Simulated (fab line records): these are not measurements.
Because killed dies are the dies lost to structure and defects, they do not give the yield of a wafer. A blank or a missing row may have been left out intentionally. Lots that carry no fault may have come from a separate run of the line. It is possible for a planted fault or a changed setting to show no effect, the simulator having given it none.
Problem report, 8D (eight disciplines) form, completed by code | flow n5-finfet | the parts of the form that need people (team, actions taken, sign-off) are left out

1. WHAT WENT WRONG
Wafers without a fault read 14, standard deviation 5.6; killed_at_M4_up at N5_PASSIVATION_PROBE_49 reads a mean of 266 on 3 wafers belonging to 3 lots. Relative to the usual mean, that is a shift of +45 standard deviations.
Earliest sighting: wafer L886.2 on prober-01 at day 17 23:56. The record holds 3 wafers of 3 lots with a number at this step. Rule for "out" (also "out of limits"): further than 4 standard deviations from the usual mean. The rest of the wafers with a number are treated as sound.

2. WHAT IT IS; WHAT IT IS NOT
question                    | is                                                                                                                                     | is not
which readings at this step | killed_at_M4_up, defect-limited-yield, killed-dies, killed-on-rim, sort_bin_5_function, sort_bin_6_memory, sort-n-pass, sort-yield-pct | killed_at_M0_to_M3, killed-at-contacts, killed-at-front-end, killed-at-other, killed-open, killed-short
which lots                  | L884, L885, L886                                                                                                                       | -
which wafers of those lots  | all that have a number                                                                                                                 | -
read on which tools         | prober-01, prober-02                                                                                                                   | -
when                        | from day 17 23:56                                                                                                                      | up to then (0 sound wafers)

3. THE SUSPECTS, EACH WITH WHAT RULES IT OUT
Counting: a tool at any process step up to the reading remains a suspect when it ran all the lots that are out and ran no sound lot after the first of those.
- ecd-cu-02 at N5_BEOL_M8_ECD_50 (material Cu, target thk 300 nm): kept. It ran every lot that is out, first L886 (day 15 05:31), and no sound lot after that.
After counting, what remains is ecd-cu-02 at N5_BEOL_M8_ECD_50.

4. THE CAUSE (what the simulator had put in)
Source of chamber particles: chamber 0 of ecd-cu-02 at N5_BEOL_M8_ECD_50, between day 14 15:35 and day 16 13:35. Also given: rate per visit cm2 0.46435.
This tool alone remained once counting was done.

5. THE EFFECT CHAIN, in route order
Each row: a reading where the mean over the struck wafers with a number is more than 3 standard deviations away from the usual. Only readings whose record carries a usual standard deviation are examined. hours: median over the lots of the time between each lot's start at the first step of this table that gives one and its start at this step. sigmas: the change, counted in usual standard deviations.
hours | step                    | reading              | usual  | on struck wafers | change | sigmas
0     | N5_PASSIVATION_PROBE_49 | defect-limited-yield | 91.2 % | 70.4             | -20.8  | -15
0     | N5_PASSIVATION_PROBE_49 | killed_at_M4_up      | 14     | 266              | +252   | +45
0     | N5_PASSIVATION_PROBE_49 | killed-dies          | 103    | 349              | +246   | +14
0     | N5_PASSIVATION_PROBE_49 | killed-on-rim        | 14     | 43               | +29    | +8.3
0     | N5_PASSIVATION_PROBE_49 | sort_bin_5_function  | 5.1 %  | 18.1             | +13.0  | +14
0     | N5_PASSIVATION_PROBE_49 | sort_bin_6_memory    | 3.3 %  | 9.7              | +6.4   | +9.0
0     | N5_PASSIVATION_PROBE_49 | sort-n-pass          | 1077   | 831              | -246   | -14
0     | N5_PASSIVATION_PROBE_49 | sort-yield-pct       | 91.2 % | 70.4             | -20.8  | -15
The process steps in it:
- N5_PASSIVATION_PROBE_49

6. HOW IT WOULD HAVE BEEN CAUGHT EARLIER
First out-of-limits reading in this record: day 17 23:56, which is 80 hours after fault onset at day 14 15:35.
The start of N5_BEOL_M8_ECD_50 on ecd-cu-02 came by day 17 23:56 for every one of the lots that are out (3). None of them would have been spared by holding the tool at that moment.
